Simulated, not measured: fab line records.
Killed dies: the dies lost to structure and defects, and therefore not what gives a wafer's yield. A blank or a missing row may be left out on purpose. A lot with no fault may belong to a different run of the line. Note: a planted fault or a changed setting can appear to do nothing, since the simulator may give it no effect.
Chamber matching	flow nand harc	NHARC_P_M0_ETCH_34 on rie diel-08: 4 sister chambers
The step etches the open film in N2/H2, target depth 40 nm, overetch 12 nm, time 43.94 s. 14 wafers are shown with their chamber, then 7 later ones without.

== WAFERS PAIRED WITH THEIR CHAMBERS ==
wafer	chamber	showerhead plenum p Torr (Torr)	drypump motor current A (A)	rf vpp V (V)
L079.2	1	2.19	5.8	434.2
L079.3	3	1.90	5.4	426.4
L079.4	0	1.96	5.8	429.2
L082.3	1	2.19	5.8	433.7
L082.5	2	2.03	6.1	429.0
L082.6	1	2.19	5.8	434.4
L083.1	2	2.03	6.1	430.5
L083.3	3	1.90	5.4	427.0
L083.5	1	2.19	5.8	433.7
L087.1	3	1.90	5.4	424.7
L087.3	3	1.90	5.4	427.5
L087.5	3	1.90	5.4	427.4
L093.4	0	1.96	5.9	427.6
L093.5	2	2.02	6.1	429.6

SIGNATURES, as means of the wafers listed above
reading	chamber 0	chamber 1	chamber 2	chamber 3	scatter within a chamber
showerhead plenum p Torr	1.9600	2.1900	2.0267	1.9000	0.00258
drypump motor current A	5.850	5.800	6.100	5.400	0.0224
rf vpp V	428.400	434.000	429.700	426.600	0.898
Rule: a wafer lies at a distance from a chamber equal to the root of the sum of squares, over the readings, of (its reading less the chamber's mean, divided by the reading's scatter). If the next closest chamber is less than 2 further off than the closest, the wafer can't be placed; otherwise it belongs to the closest. The scatter: take each reading less its chamber's mean, square it, sum over the shown wafers, divide by the number of wafers less the number of chambers, and take the root.

== WAFERS WITH NO CHAMBER GIVEN ==
wafer	showerhead plenum p Torr (Torr)	drypump motor current A (A)	rf vpp V (V)
L093.6	1.90	5.4	426.8
L095.1	2.03	6.1	429.7
L095.2	1.96	5.8	428.7
L095.4	2.19	5.8	436.0
L096.3	1.90	5.4	427.5
L096.5	2.03	6.0	429.9
L096.6	1.90	5.4	427.1

== WHICH CHAMBER EACH ONE RAN IN ==
wafer	from the rows above	in truth
L093.6	3	3
L095.1	2	2
L095.2	0	0
L095.4	1	1
L096.3	3	3
L096.5	2	2
L096.6	3	3
Correctly placed: 7 of 7. Not placeable from these rows: 0. 0 placed wrongly.
